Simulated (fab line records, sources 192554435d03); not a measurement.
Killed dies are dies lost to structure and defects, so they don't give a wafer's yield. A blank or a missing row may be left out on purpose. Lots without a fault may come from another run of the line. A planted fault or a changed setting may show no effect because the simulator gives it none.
Chamber matching | flow n5_finfet | N5_BEOL_M1_ETCHBACK_99 on rie_diel-06: 4 sister chambers
The step etches SiO2 in CHF3, target depth 5 nm, time 10.4 s. 4 wafers are shown with their chamber, then 7 later ones without.

WAFERS WITH THEIR CHAMBER
wafer  | chamber | showerhead_plenum_p_Torr (Torr)
L081.6 | 2       | 2.26
L083.4 | 3       | 2.22
L084.1 | 1       | 2.10
L084.5 | 0       | 2.10

WAFERS WITHOUT THEIR CHAMBER
wafer  | showerhead_plenum_p_Torr (Torr)
L084.6 | 2.10
L085.1 | 2.10
L085.4 | 2.22
L085.5 | 2.22
L093.2 | 2.10
L093.3 | 2.21
L093.5 | 2.09

WHICH CHAMBER EACH WENT THROUGH
wafer  | from the rows above     | in truth
L084.6 | can't be placed: 0 or 1 | 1
L085.1 | can't be placed: 0 or 1 | 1
L085.4 | 3                       | 3
L085.5 | 3                       | 3
L093.2 | can't be placed: 0 or 1 | 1
L093.3 | 3                       | 3
L093.5 | can't be placed: 0 or 1 | 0
Placed correctly: 3 of 7. Can't be placed from these rows: 4 (the true chamber is among the candidates in 4). Placed wrongly: 0.
How it was worked out, from the rows above alone: a wafer's distance from a chamber is the root of the sum, over the readings, of the square of ((its reading less the chamber's mean) divided by the reading's scatter). The wafer belongs to the nearest chamber; if the next one is less than 2 further off, it can't be placed. A chamber's mean is the mean of its shown wafers. The scatter: with one shown wafer a chamber, the root of the mean of the squares of how far each hidden wafer lies from its nearest shown one.
